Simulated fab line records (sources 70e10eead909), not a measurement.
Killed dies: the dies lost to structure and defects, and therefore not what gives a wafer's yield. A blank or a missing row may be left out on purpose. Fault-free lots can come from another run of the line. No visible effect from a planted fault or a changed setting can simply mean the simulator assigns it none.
Matching of chambers | flow nand harc | NHARC_A_SLIT_ETCH_29 on rie diel-07: 4 sister chambers
The step etches the open film in CF4/O2, target depth 100 nm, overetch 10 nm, time 55 s. 24 wafers are shown with their chamber, then 12 later ones without.

## WAFERS, EACH WITH ITS CHAMBER
wafer  | chamber | drypump motor current A (A) | rf vpp V (V) | oes product au (a.u.)
L074.2 | 2       | 5.6                         | 196.2        | 0.998
L074.3 | 0       | 5.7                         | 196.8        | 1.001
L074.5 | 1       | 5.0                         | 200.0        | 1.005
L075.1 | 1       | 5.0                         | 200.4        | 1.006
L075.3 | 2       | 5.6                         | 195.5        | 0.987
L075.6 | 2       | 5.6                         | 194.8        | 0.992
L079.4 | 3       | 5.5                         | 196.7        | 1.010
L079.5 | 1       | 5.0                         | 199.4        | 0.994
L079.6 | 0       | 5.7                         | 196.6        | 0.992
L082.1 | 2       | 5.7                         | 195.6        | 0.992
L082.4 | 1       | 5.0                         | 199.7        | 1.024
L082.5 | 2       | 5.6                         | 195.8        | 0.999
L084.1 | 3       | 5.5                         | 196.6        | 1.010
L084.5 | 1       | 5.0                         | 198.3        | 1.014
L084.6 | 0       | 5.7                         | 196.3        | 0.996
L085.1 | 1       | 5.0                         | 199.6        | 1.017
L085.3 | 2       | 5.6                         | 195.7        | 0.983
L085.5 | 0       | 5.7                         | 196.9        | 0.991
L086.1 | 0       | 5.7                         | 197.4        | 0.998
L086.5 | 2       | 5.6                         | 196.5        | 0.988
L086.6 | 1       | 5.0                         | 199.9        | 1.019
L091.1 | 2       | 5.6                         | 195.9        | 0.985
L091.3 | 1       | 5.0                         | 201.1        | 1.014
L091.6 | 2       | 5.6                         | 196.0        | 0.991

SIGNATURES (means of the wafers above)
reading                 | chamber 0 | chamber 1 | chamber 2 | chamber 3 | scatter within a chamber
drypump motor current A | 5.700     | 5.000     | 5.611     | 5.500     | 0.0211
rf vpp V                | 196.800   | 199.800   | 195.778   | 196.650   | 0.594
oes product au          | 0.99560   | 1.01162   | 0.99056   | 1.01000   | 0.00686
Rule: a wafer lies at a distance from a chamber equal to the root of the sum of squares, over the readings, of (its reading less the chamber's mean, divided by the reading's scatter). The wafer belongs to the nearest chamber; if the next one is less than 2 further off, it can't be placed. The scatter is the square root of a quotient: the sum, over the shown wafers, of each reading's squared deviation from its chamber's mean, divided by wafers minus chambers.

## WAFERS WITH NO CHAMBER GIVEN
wafer  | drypump motor current A (A) | rf vpp V (V) | oes product au (a.u.)
L092.1 | 5.0                         | 198.9        | 1.016
L092.2 | 5.7                         | 196.0        | 0.979
L092.6 | 5.6                         | 196.5        | 1.014
L094.1 | 5.0                         | 200.6        | 1.029
L094.3 | 5.5                         | 197.7        | 1.005
L094.6 | 5.0                         | 199.8        | 1.014
L095.4 | 5.6                         | 194.1        | 0.982
L095.5 | 5.5                         | 195.9        | 0.999
L095.6 | 5.7                         | 195.5        | 1.000
L097.1 | 5.6                         | 197.1        | 0.992
L097.2 | 5.7                         | 198.6        | 0.983
L097.5 | 5.6                         | 196.5        | 0.984

## WHICH CHAMBER EACH WENT THROUGH
wafer  | from the rows above          | in truth
L092.1 | 1                            | 1
L092.2 | can't be placed: 0 or 2      | 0
L092.6 | can't be placed: 2 or 3 or 0 | 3
L094.1 | 1                            | 1
L094.3 | 3                            | 3
L094.6 | 1                            | 1
L095.4 | 2                            | 2
L095.5 | 3                            | 3
L095.6 | 0                            | 0
L097.1 | 2                            | 2
L097.2 | 0                            | 0
L097.5 | 2                            | 2
Placed correctly: 10 of 12. Unplaceable from these rows: 2, with the true chamber sitting among the candidates in 2. Wrongly placed: 0.
